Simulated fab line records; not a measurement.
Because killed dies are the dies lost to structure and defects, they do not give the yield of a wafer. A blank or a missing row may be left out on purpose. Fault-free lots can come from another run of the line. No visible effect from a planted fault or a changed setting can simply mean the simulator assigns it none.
Chamber matching || flow nand_harc || NHARC_P_M0_ETCH_34 on rie_diel-13: 4 sister chambers
The step etches the open film in N2/H2, target depth 40 nm, overetch 12 nm, time 43.94 s. 20 wafers are shown with their chamber, then 10 later ones without.

WAFERS, EACH WITH ITS CHAMBER
{"wafer": "L075.1", "chamber": 3, "showerhead_plenum_p_Torr (Torr)": 2.09, "drypump_motor_current_A (A)": 5.93, "rf_vpp_V (V)": 431.3}
{"wafer": "L075.4", "chamber": 0, "showerhead_plenum_p_Torr (Torr)": 2.14, "drypump_motor_current_A (A)": 5.87, "rf_vpp_V (V)": 433.5}
{"wafer": "L075.5", "chamber": 3, "showerhead_plenum_p_Torr (Torr)": 2.09, "drypump_motor_current_A (A)": 5.92, "rf_vpp_V (V)": 432.5}
{"wafer": "L076.1", "chamber": 3, "showerhead_plenum_p_Torr (Torr)": 2.08, "drypump_motor_current_A (A)": 5.94, "rf_vpp_V (V)": 431.7}
{"wafer": "L076.4", "chamber": 0, "showerhead_plenum_p_Torr (Torr)": 2.14, "drypump_motor_current_A (A)": 5.84, "rf_vpp_V (V)": 433.0}
{"wafer": "L076.5", "chamber": 2, "showerhead_plenum_p_Torr (Torr)": 1.99, "drypump_motor_current_A (A)": 5.79, "rf_vpp_V (V)": 429.0}
{"wafer": "L078.2", "chamber": 0, "showerhead_plenum_p_Torr (Torr)": 2.14, "drypump_motor_current_A (A)": 5.87, "rf_vpp_V (V)": 432.7}
{"wafer": "L078.3", "chamber": 1, "showerhead_plenum_p_Torr (Torr)": 2.12, "drypump_motor_current_A (A)": 5.91, "rf_vpp_V (V)": 433.0}
{"wafer": "L078.5", "chamber": 1, "showerhead_plenum_p_Torr (Torr)": 2.12, "drypump_motor_current_A (A)": 5.91, "rf_vpp_V (V)": 433.6}
{"wafer": "L080.1", "chamber": 2, "showerhead_plenum_p_Torr (Torr)": 1.98, "drypump_motor_current_A (A)": 5.82, "rf_vpp_V (V)": 429.7}
{"wafer": "L080.4", "chamber": 0, "showerhead_plenum_p_Torr (Torr)": 2.13, "drypump_motor_current_A (A)": 5.84, "rf_vpp_V (V)": 433.5}
{"wafer": "L080.6", "chamber": 0, "showerhead_plenum_p_Torr (Torr)": 2.13, "drypump_motor_current_A (A)": 5.85, "rf_vpp_V (V)": 433.6}
{"wafer": "L081.2", "chamber": 3, "showerhead_plenum_p_Torr (Torr)": 2.08, "drypump_motor_current_A (A)": 5.94, "rf_vpp_V (V)": 429.8}
{"wafer": "L081.4", "chamber": 1, "showerhead_plenum_p_Torr (Torr)": 2.12, "drypump_motor_current_A (A)": 5.93, "rf_vpp_V (V)": 431.4}
{"wafer": "L081.6", "chamber": 2, "showerhead_plenum_p_Torr (Torr)": 1.98, "drypump_motor_current_A (A)": 5.81, "rf_vpp_V (V)": 429.3}
{"wafer": "L082.3", "chamber": 2, "showerhead_plenum_p_Torr (Torr)": 1.98, "drypump_motor_current_A (A)": 5.77, "rf_vpp_V (V)": 428.9}
{"wafer": "L082.4", "chamber": 1, "showerhead_plenum_p_Torr (Torr)": 2.12, "drypump_motor_current_A (A)": 5.93, "rf_vpp_V (V)": 434.1}
{"wafer": "L082.6", "chamber": 3, "showerhead_plenum_p_Torr (Torr)": 2.08, "drypump_motor_current_A (A)": 5.95, "rf_vpp_V (V)": 432.7}
{"wafer": "L084.2", "chamber": 3, "showerhead_plenum_p_Torr (Torr)": 2.08, "drypump_motor_current_A (A)": 5.91, "rf_vpp_V (V)": 432.3}
{"wafer": "L084.4", "chamber": 1, "showerhead_plenum_p_Torr (Torr)": 2.12, "drypump_motor_current_A (A)": 5.94, "rf_vpp_V (V)": 432.6}

SIGNATURES (averages over the wafers above)
{"reading": "showerhead_plenum_p_Torr", "chamber 0": 2.1360, "chamber 1": 2.1200, "chamber 2": 1.9825, "chamber 3": 2.0833, "scatter within a chamber": 0.00453}
{"reading": "drypump_motor_current_A", "chamber 0": 5.8540, "chamber 1": 5.9240, "chamber 2": 5.7975, "chamber 3": 5.9317, "scatter within a chamber": 0.0162}
{"reading": "rf_vpp_V", "chamber 0": 433.260, "chamber 1": 432.940, "chamber 2": 429.225, "chamber 3": 431.717, "scatter within a chamber": 0.831}
Rule: a wafer lies at a distance from a chamber equal to the root of the sum of squares, over the readings, of (its reading less the chamber's mean, divided by the reading's scatter). The wafer belongs to the nearest chamber; if the next one is less than 2 further off, it can't be placed. The scatter is the square root of a quotient: the sum, over the shown wafers, of each reading's squared deviation from its chamber's mean, divided by wafers minus chambers.

WAFERS WITHOUT THEIR CHAMBER
{"wafer": "L084.5", "showerhead_plenum_p_Torr (Torr)": 1.98, "drypump_motor_current_A (A)": 5.77, "rf_vpp_V (V)": 428.2}
{"wafer": "L087.3", "showerhead_plenum_p_Torr (Torr)": 2.11, "drypump_motor_current_A (A)": 5.96, "rf_vpp_V (V)": 433.9}
{"wafer": "L087.4", "showerhead_plenum_p_Torr (Torr)": 2.13, "drypump_motor_current_A (A)": 5.88, "rf_vpp_V (V)": 432.8}
{"wafer": "L087.6", "showerhead_plenum_p_Torr (Torr)": 2.13, "drypump_motor_current_A (A)": 5.88, "rf_vpp_V (V)": 433.0}
{"wafer": "L089.1", "showerhead_plenum_p_Torr (Torr)": 2.07, "drypump_motor_current_A (A)": 5.91, "rf_vpp_V (V)": 431.0}
{"wafer": "L089.4", "showerhead_plenum_p_Torr (Torr)": 1.98, "drypump_motor_current_A (A)": 5.78, "rf_vpp_V (V)": 429.0}
{"wafer": "L089.6", "showerhead_plenum_p_Torr (Torr)": 2.11, "drypump_motor_current_A (A)": 5.95, "rf_vpp_V (V)": 431.9}
{"wafer": "L095.2", "showerhead_plenum_p_Torr (Torr)": 2.12, "drypump_motor_current_A (A)": 5.85, "rf_vpp_V (V)": 433.0}
{"wafer": "L095.3", "showerhead_plenum_p_Torr (Torr)": 2.07, "drypump_motor_current_A (A)": 5.92, "rf_vpp_V (V)": 431.6}
{"wafer": "L095.6", "showerhead_plenum_p_Torr (Torr)": 2.07, "drypump_motor_current_A (A)": 5.92, "rf_vpp_V (V)": 432.0}

EACH ONE'S CHAMBER
{"wafer": "L084.5", "from the rows above": 2, "in truth": 2}
{"wafer": "L087.3", "from the rows above": 1, "in truth": 1}
{"wafer": "L087.4", "from the rows above": "can't be placed: 0 or 1", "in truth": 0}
{"wafer": "L087.6", "from the rows above": "can't be placed: 0 or 1", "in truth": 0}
{"wafer": "L089.1", "from the rows above": 3, "in truth": 3}
{"wafer": "L089.4", "from the rows above": 2, "in truth": 2}
{"wafer": "L089.6", "from the rows above": 1, "in truth": 1}
{"wafer": "L095.2", "from the rows above": "can't be placed: 0 or 1", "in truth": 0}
{"wafer": "L095.3", "from the rows above": 3, "in truth": 3}
{"wafer": "L095.6", "from the rows above": 3, "in truth": 3}
Correct placement for 7 of the 10. These rows do not allow placing 3 (true chamber among the candidates in 3). Wrongly placed: 0.
